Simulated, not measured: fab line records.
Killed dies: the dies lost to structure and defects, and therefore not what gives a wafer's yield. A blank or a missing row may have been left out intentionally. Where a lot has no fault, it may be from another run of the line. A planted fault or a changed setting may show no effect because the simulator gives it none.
Chamber matching :: flow nandHarc :: NHARC_A_SGD_CUT_ETCH_58 on rieDiel-12 has 4 sister chambers
The step etches the open film in CF4, target depth 39 nm, time 65 s. 16 wafers are shown with their chamber, then 8 later ones without.

## EACH WAFER AND ITS CHAMBER
wafer: L074.1
chamber: 1
showerheadPlenumPTorr (Torr): 1.79
drypumpMotorCurrentA (A): 5.1
rfVppV (V): 151.9

wafer: L074.3
chamber: 3
showerheadPlenumPTorr (Torr): 1.84
drypumpMotorCurrentA (A): 5.9
rfVppV (V): 152.4

wafer: L074.4
chamber: 2
showerheadPlenumPTorr (Torr): 1.77
drypumpMotorCurrentA (A): 5.3
rfVppV (V): 149.8

wafer: L078.2
chamber: 0
showerheadPlenumPTorr (Torr): 1.86
drypumpMotorCurrentA (A): 6.0
rfVppV (V): 152.7

wafer: L078.3
chamber: 3
showerheadPlenumPTorr (Torr): 1.84
drypumpMotorCurrentA (A): 5.9
rfVppV (V): 151.7

wafer: L078.5
chamber: 1
showerheadPlenumPTorr (Torr): 1.79
drypumpMotorCurrentA (A): 5.1
rfVppV (V): 152.8

wafer: L080.4
chamber: 1
showerheadPlenumPTorr (Torr): 1.79
drypumpMotorCurrentA (A): 5.1
rfVppV (V): 152.0

wafer: L080.5
chamber: 0
showerheadPlenumPTorr (Torr): 1.86
drypumpMotorCurrentA (A): 5.9
rfVppV (V): 152.0

wafer: L080.6
chamber: 2
showerheadPlenumPTorr (Torr): 1.76
drypumpMotorCurrentA (A): 5.3
rfVppV (V): 151.4

wafer: L079.3
chamber: 1
showerheadPlenumPTorr (Torr): 1.79
drypumpMotorCurrentA (A): 5.1
rfVppV (V): 152.1

wafer: L079.4
chamber: 0
showerheadPlenumPTorr (Torr): 1.86
drypumpMotorCurrentA (A): 5.9
rfVppV (V): 151.3

wafer: L079.6
chamber: 2
showerheadPlenumPTorr (Torr): 1.76
drypumpMotorCurrentA (A): 5.3
rfVppV (V): 149.6

wafer: L085.2
chamber: 3
showerheadPlenumPTorr (Torr): 1.84
drypumpMotorCurrentA (A): 5.9
rfVppV (V): 150.9

wafer: L085.3
chamber: 0
showerheadPlenumPTorr (Torr): 1.86
drypumpMotorCurrentA (A): 5.9
rfVppV (V): 151.9

wafer: L085.6
chamber: 3
showerheadPlenumPTorr (Torr): 1.84
drypumpMotorCurrentA (A): 6.0
rfVppV (V): 152.6

wafer: L088.1
chamber: 0
showerheadPlenumPTorr (Torr): 1.86
drypumpMotorCurrentA (A): 6.0
rfVppV (V): 153.3

SIGNATURES (means of the wafers above)
reading: showerheadPlenumPTorr
chamber 0: 1.8600
chamber 1: 1.7900
chamber 2: 1.7633
chamber 3: 1.8400
scatter within a chamber: 0.00236

reading: drypumpMotorCurrentA
chamber 0: 5.940
chamber 1: 5.100
chamber 2: 5.300
chamber 3: 5.925
scatter within a chamber: 0.0403

reading: rfVppV
chamber 0: 152.240
chamber 1: 152.200
chamber 2: 150.267
chamber 3: 151.900
scatter within a chamber: 0.743
Rule: for a wafer and a chamber, the distance is found by dividing, reading by reading, the gap between the wafer's reading and the chamber's mean by the reading's scatter, squaring, summing and taking the root. The wafer belongs to the nearest chamber; if the next one is less than 2 further off, it can't be placed. How the scatter is found: for the shown wafers, subtract from each reading the mean of its chamber, square and add these, divide the total by (wafers less chambers), then take the root.

## WAFERS WITH NO CHAMBER GIVEN
wafer: L088.2
showerheadPlenumPTorr (Torr): 1.76
drypumpMotorCurrentA (A): 5.3
rfVppV (V): 149.5

wafer: L088.4
showerheadPlenumPTorr (Torr): 1.79
drypumpMotorCurrentA (A): 5.1
rfVppV (V): 152.1

wafer: L091.3
showerheadPlenumPTorr (Torr): 1.84
drypumpMotorCurrentA (A): 5.9
rfVppV (V): 152.2

wafer: L091.5
showerheadPlenumPTorr (Torr): 1.86
drypumpMotorCurrentA (A): 6.0
rfVppV (V): 151.5

wafer: L091.6
showerheadPlenumPTorr (Torr): 1.79
drypumpMotorCurrentA (A): 5.1
rfVppV (V): 150.4

wafer: L097.2
showerheadPlenumPTorr (Torr): 1.76
drypumpMotorCurrentA (A): 5.3
rfVppV (V): 151.4

wafer: L097.3
showerheadPlenumPTorr (Torr): 1.86
drypumpMotorCurrentA (A): 6.0
rfVppV (V): 151.5

wafer: L097.6
showerheadPlenumPTorr (Torr): 1.76
drypumpMotorCurrentA (A): 5.3
rfVppV (V): 150.8

## WHICH CHAMBER EACH WENT THROUGH
wafer: L088.2
from the rows above: 2
in truth: 2

wafer: L088.4
from the rows above: 1
in truth: 1

wafer: L091.3
from the rows above: 3
in truth: 3

wafer: L091.5
from the rows above: 0
in truth: 0

wafer: L091.6
from the rows above: 1
in truth: 1

wafer: L097.2
from the rows above: 2
in truth: 2

wafer: L097.3
from the rows above: 0
in truth: 0

wafer: L097.6
from the rows above: 2
in truth: 2
8 of 8 placed correctly. Number that these rows cannot place: 0. Placed wrongly: 0.
